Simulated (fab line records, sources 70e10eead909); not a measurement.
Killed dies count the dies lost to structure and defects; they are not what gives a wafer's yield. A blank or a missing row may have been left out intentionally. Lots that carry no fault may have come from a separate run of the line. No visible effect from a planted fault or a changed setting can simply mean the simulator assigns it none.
Which of the tools did it? :: flow nand-harc :: Sampling: 15 lots, 42 wafers, 4 of 1159 route steps

== WHAT THE GAUGES READ, wafer by wafer ==
NHARC_P_GATE_CD_MEAS_91: target cd 2000 nm. Usual: cd-nm at 2000.2 nm, with a standard deviation of 1.5.
lot: L646
measured: day 5 11:16
on: cd-sem-01
cd-nm (nm): 1999.7 2000.0 2001.3
flag: 

lot: L647
measured: day 5 11:55
on: cd-sem-02
cd-nm (nm): 1999.9 1999.7 2000.7
flag: 

lot: L650
measured: day 6 02:25
on: cd-sem-03
cd-nm (nm): 1999.9 1999.4
flag: 

lot: L651
measured: day 6 18:35
on: cd-sem-02
cd-nm (nm): 2000.0 2000.0
flag: 

lot: L652
measured: day 6 22:23
on: cd-sem-01
cd-nm (nm): 2000.9 2000.2
flag: 

lot: L660
measured: day 8 12:31
on: cd-sem-03
cd-nm (nm): 1999.8 2000.7 1999.8
flag: 

lot: L659
measured: day 8 17:20
on: cd-sem-02
cd-nm (nm): 1999.7 1998.8 2001.1
flag: 

lot: L661
measured: day 9 04:31
on: cd-sem-02
cd-nm (nm): 2002.2 2001.1 2000.6
flag: 

lot: L662
measured: day 9 11:20
on: cd-sem-02
cd-nm (nm): 2001.4 2001.6 1999.6
flag: 

lot: L665
measured: day 9 21:58
on: cd-sem-01
cd-nm (nm): 1999.7 2001.9 2001.0
flag: 

lot: L664
measured: day 9 23:16
on: cd-sem-01
cd-nm (nm): 2002.1 2001.8 2002.3
flag: 

lot: L667
measured: day 10 09:47
on: cd-sem-03
cd-nm (nm): 2000.2 2003.7 2002.3
flag: 

lot: L666
measured: day 10 10:01
on: cd-sem-03
cd-nm (nm): 1999.6 2002.7 2000.6
flag: 

lot: L668
measured: day 11 01:35
on: cd-sem-02
cd-nm (nm): 1999.7 1998.9 2000.7
flag: 

lot: L669
measured: day 11 01:51
on: cd-sem-02
cd-nm (nm): 2001.2 2000.5 2001.7
flag: 

NHARC_P_CONTACT_OVL_MEAS_13. Usual: overlay-x-nm -0.3 nm, standard deviation 0.77; overlay-y-nm 0.0 nm, standard deviation 0.95.
lot: L646
measured: day 5 16:09
on: overlay-01
overlay-x-nm (nm): -1.3 -1.4 -1.2
overlay-y-nm (nm): 0.8 0.5 0.3
flag: 

lot: L647
measured: day 5 16:41
on: overlay-02
overlay-x-nm (nm): -0.2 -0.5 0.0
overlay-y-nm (nm): 0.0 0.5 0.0
flag: 

lot: L650
measured: day 6 07:02
on: overlay-02
overlay-x-nm (nm): -0.5 -1.5
overlay-y-nm (nm): -0.1 -0.3
flag: 

lot: L651
measured: day 6 23:31
on: overlay-02
overlay-x-nm (nm): -0.8 -1.3
overlay-y-nm (nm): 0.0 0.0
flag: 

lot: L652
measured: day 7 03:04
on: overlay-02
overlay-x-nm (nm): -0.2 -0.5
overlay-y-nm (nm): -0.8 -1.6
flag: 

lot: L660
measured: day 8 17:11
on: overlay-02
overlay-x-nm (nm): -1.0 -0.9 -0.9
overlay-y-nm (nm): 1.4 1.5 1.5
flag: 

lot: L659
measured: day 8 22:15
on: overlay-02
overlay-x-nm (nm): 0.1 0.6 0.4
overlay-y-nm (nm): -0.3 0.5 0.7
flag: 

lot: L661
measured: day 9 09:15
on: overlay-01
overlay-x-nm (nm): 0.4 0.3 0.0
overlay-y-nm (nm): -2.5 -1.8 -2.1
flag: 

lot: L662
measured: day 9 17:16
on: overlay-01
overlay-x-nm (nm): 0.5 -0.1 0.5
overlay-y-nm (nm): -0.5 -1.1 -0.7
flag: 

lot: L665
measured: day 10 02:53
on: overlay-02
overlay-x-nm (nm): -0.4 -0.7 -0.9
overlay-y-nm (nm): 0.4 0.4 0.3
flag: 

lot: L664
measured: day 10 03:59
on: overlay-02
overlay-x-nm (nm): -1.6 -1.1 -0.6
overlay-y-nm (nm): 1.3 1.5 1.4
flag: 

lot: L667
measured: day 10 15:18
on: overlay-01
overlay-x-nm (nm): -0.8 -1.2 -0.8
overlay-y-nm (nm): 0.2 0.4 0.5
flag: 

lot: L666
measured: day 10 15:42
on: overlay-01
overlay-x-nm (nm): 0.0 0.6 0.0
overlay-y-nm (nm): -1.5 -1.5 -1.3
flag: 

lot: L668
measured: day 11 06:26
on: overlay-02
overlay-x-nm (nm): 0.0 -0.3 0.0
overlay-y-nm (nm): -0.9 -0.6 -0.1
flag: 

lot: L669
measured: day 11 06:53
on: overlay-02
overlay-x-nm (nm): -0.4 -0.1 -0.1
overlay-y-nm (nm): 0.1 -0.1 -0.2
flag: 

== WHICH TOOL RAN EACH LOT (tool, then ch and the chambers of the sampled wafers, then the start) ==
lot: L646
NHARC_P_CONTACT_DEP_00: pecvd-04 ch 1,2, day 5 15:00 or earlier
NHARC_P_CONTACT_SOFTBAKE_07: litho-track-01 ch 0, day 5 15:00

lot: L647
NHARC_P_CONTACT_DEP_00: pecvd-02 ch 0,1,2, day 5 16:00 or earlier
NHARC_P_CONTACT_SOFTBAKE_07: litho-track-01 ch 0, day 5 16:00

lot: L650
NHARC_P_CONTACT_DEP_00: pecvd-01 ch 0,2, day 6 06:00 or earlier
NHARC_P_CONTACT_SOFTBAKE_07: litho-track-01 ch 0, day 6 06:00

lot: L651
NHARC_P_CONTACT_DEP_00: pecvd-02 ch 1,2, day 6 22:00 or earlier
NHARC_P_CONTACT_SOFTBAKE_07: litho-track-01 ch 0, day 6 22:00

lot: L652
NHARC_P_CONTACT_DEP_00: pecvd-02 ch 0,1, day 7 02:00 or earlier
NHARC_P_CONTACT_SOFTBAKE_07: litho-track-01 ch 0, day 7 02:00

lot: L660
NHARC_P_CONTACT_DEP_00: pecvd-02 ch 0,2, day 8 16:00 or earlier
NHARC_P_CONTACT_SOFTBAKE_07: litho-track-04 ch 0, day 8 16:00

lot: L659
NHARC_P_CONTACT_DEP_00: pecvd-01 ch 0,1, day 8 21:00 or earlier
NHARC_P_CONTACT_SOFTBAKE_07: litho-track-04 ch 0, day 8 21:00

lot: L661
NHARC_P_CONTACT_DEP_00: pecvd-01 ch 0,1,2, day 9 08:00 or earlier
NHARC_P_CONTACT_SOFTBAKE_07: litho-track-06 ch 0, day 9 08:00

lot: L662
NHARC_P_CONTACT_DEP_00: pecvd-01 ch 0,2, day 9 16:00 or earlier
NHARC_P_CONTACT_SOFTBAKE_07: litho-track-06 ch 0, day 9 16:00

lot: L665
NHARC_P_CONTACT_DEP_00: pecvd-01 ch 0,1,2, day 10 02:00 or earlier
NHARC_P_CONTACT_SOFTBAKE_07: litho-track-06 ch 0, day 10 02:00

lot: L664
NHARC_P_CONTACT_DEP_00: pecvd-01 ch 0,1,2, day 10 03:00 or earlier
NHARC_P_CONTACT_SOFTBAKE_07: litho-track-01 ch 0, day 10 03:00

lot: L667
NHARC_P_CONTACT_DEP_00: pecvd-01 ch 0,1,2, day 10 14:00 or earlier
NHARC_P_CONTACT_SOFTBAKE_07: litho-track-06 ch 0, day 10 14:00

lot: L666
NHARC_P_CONTACT_DEP_00: pecvd-04 ch 0,1,2, day 10 15:00 or earlier
NHARC_P_CONTACT_SOFTBAKE_07: litho-track-04 ch 0, day 10 15:00

lot: L668
NHARC_P_CONTACT_DEP_00: pecvd-04 ch 0,2, day 11 05:00 or earlier
NHARC_P_CONTACT_SOFTBAKE_07: litho-track-01 ch 0, day 11 05:00

lot: L669
NHARC_P_CONTACT_DEP_00: pecvd-02 ch 0,2, day 11 06:00 or earlier
NHARC_P_CONTACT_SOFTBAKE_07: litho-track-01 ch 0, day 11 06:00
- NHARC_P_CONTACT_DEP_00: deposits SiO2, target thk 500 nm.
- NHARC_P_CONTACT_SOFTBAKE_07: time 55 s.

== WHAT THE TOOLS THEMSELVES READ (means of the sampled wafers that have a number; where no wafer has one, the mark that the record gives instead) ==
NHARC_P_CONTACT_DEP_00. Usual: heater-power-w 556 W, standard deviation 76; showerhead-vpp-V 1863 V, standard deviation 120; throttle-valve-pct 15.8 %, standard deviation 0.52.
lot: L646
tool: pecvd-04
heater-power-w (W): 653
showerhead-vpp-V (V): 1880
throttle-valve-pct (%): 15.9
flag: 

lot: L647
tool: pecvd-02
heater-power-w (W): 536
showerhead-vpp-V (V): 1928
throttle-valve-pct (%): 15.7
flag: 

lot: L650
tool: pecvd-01
heater-power-w (W): 513
showerhead-vpp-V (V): 1760
throttle-valve-pct (%): 15.3
flag: 

lot: L651
tool: pecvd-02
heater-power-w (W): 469
showerhead-vpp-V (V): 1838
throttle-valve-pct (%): 16.1
flag: 

lot: L652
tool: pecvd-02
heater-power-w (W): 560
showerhead-vpp-V (V): 1970
throttle-valve-pct (%): 15.4
flag: 

lot: L660
tool: pecvd-02
heater-power-w (W): 604
showerhead-vpp-V (V): 1996
throttle-valve-pct (%): 15.7
flag: 

lot: L659
tool: pecvd-01
heater-power-w (W): 549
showerhead-vpp-V (V): 1835
throttle-valve-pct (%): 15.6
flag: 

lot: L661
tool: pecvd-01
heater-power-w (W): 496
showerhead-vpp-V (V): 1840
throttle-valve-pct (%): 15.7
flag: 

lot: L662
tool: pecvd-01
heater-power-w (W): 499
showerhead-vpp-V (V): 1752
throttle-valve-pct (%): 15.5
flag: 

lot: L665
tool: pecvd-01
heater-power-w (W): 478
showerhead-vpp-V (V): 1837
throttle-valve-pct (%): 15.5
flag: 

lot: L664
tool: pecvd-01
heater-power-w (W): 531
showerhead-vpp-V (V): 1821
throttle-valve-pct (%): 15.8
flag: 

lot: L667
tool: pecvd-01
heater-power-w (W): 531
showerhead-vpp-V (V): 1843
throttle-valve-pct (%): 15.6
flag: 

lot: L666
tool: pecvd-04
heater-power-w (W): 594
showerhead-vpp-V (V): 1873
throttle-valve-pct (%): 15.9
flag: 

lot: L668
tool: pecvd-04
heater-power-w (W): 609
showerhead-vpp-V (V): 1840
throttle-valve-pct (%): 16.2
flag: 

lot: L669
tool: pecvd-02
heater-power-w (W): 643
showerhead-vpp-V (V): 1988
throttle-valve-pct (%): 15.7
flag: 

NHARC_P_CONTACT_SOFTBAKE_07. Usual: chill-plate-temp-C 22.97 C, standard deviation 0.1; heater-power-total-W 188.45 W, standard deviation 0.14.
lot: L646
tool: litho-track-01
chill-plate-temp-C (C): 22.92
heater-power-total-W (W): 188.42
flag: 

lot: L647
tool: litho-track-01
chill-plate-temp-C (C): 23.03
heater-power-total-W (W): 188.39
flag: 

lot: L650
tool: litho-track-01
chill-plate-temp-C (C): 23.05
heater-power-total-W (W): 199.03
flag: OFF

lot: L651
tool: litho-track-01
chill-plate-temp-C (C): 22.98
heater-power-total-W (W): 199.06
flag: OFF

lot: L652
tool: litho-track-01
chill-plate-temp-C (C): 22.77
heater-power-total-W (W): 209.43
flag: OFF

lot: L660
tool: litho-track-04
chill-plate-temp-C (C): 22.83
heater-power-total-W (W): 188.39
flag: 

lot: L659
tool: litho-track-04
chill-plate-temp-C (C): 23.04
heater-power-total-W (W): 188.47
flag: 

lot: L661
tool: litho-track-06
chill-plate-temp-C (C): 22.93
heater-power-total-W (W): 188.43
flag: 

lot: L662
tool: litho-track-06
chill-plate-temp-C (C): 22.94
heater-power-total-W (W): 188.60
flag: 

lot: L665
tool: litho-track-06
chill-plate-temp-C (C): 23.18
heater-power-total-W (W): 188.39
flag: 

lot: L664
tool: litho-track-01
chill-plate-temp-C (C): 23.00
heater-power-total-W (W): 188.34
flag: 

lot: L667
tool: litho-track-06
chill-plate-temp-C (C): 23.02
heater-power-total-W (W): 188.54
flag: 

lot: L666
tool: litho-track-04
chill-plate-temp-C (C): 22.98
heater-power-total-W (W): 188.56
flag: 

lot: L668
tool: litho-track-01
chill-plate-temp-C (C): 22.88
heater-power-total-W (W): 188.42
flag: 

lot: L669
tool: litho-track-01
chill-plate-temp-C (C): 23.04
heater-power-total-W (W): 188.44
flag: 

== THE ANSWER, worked out from the rows above alone ==
Rule: a lot is off if the mean of its wafers that have a number lies more than 3 standard deviations from the usual mean. A lot without any number at a reading at which 4 lots or more have one is off too. Any other lot the step has rows for is counted as sound. After the gauges, taken in route order, come the tools' own readings; for these a lot's mean is taken, as printed above. The first step at which some lot is off is used, and at that step the reading that is off furthest; a lot without a number counts as furthest.
Off: L650, L651, L652, at NHARC_P_CONTACT_SOFTBAKE_07 (heater-power-total-W).
If a tool, at that step or one of the process steps before it, ran each lot that is off and ran no sound lot following the first of them, it fits. NHARC_P_CONTACT_DEP_00 gives no start for some lots, so the hours and the order of its lots are those of NHARC_P_CONTACT_SOFTBAKE_07. Not one of the candidates tried fits.

== WHAT THE SIMULATOR HAD PUT IN ==
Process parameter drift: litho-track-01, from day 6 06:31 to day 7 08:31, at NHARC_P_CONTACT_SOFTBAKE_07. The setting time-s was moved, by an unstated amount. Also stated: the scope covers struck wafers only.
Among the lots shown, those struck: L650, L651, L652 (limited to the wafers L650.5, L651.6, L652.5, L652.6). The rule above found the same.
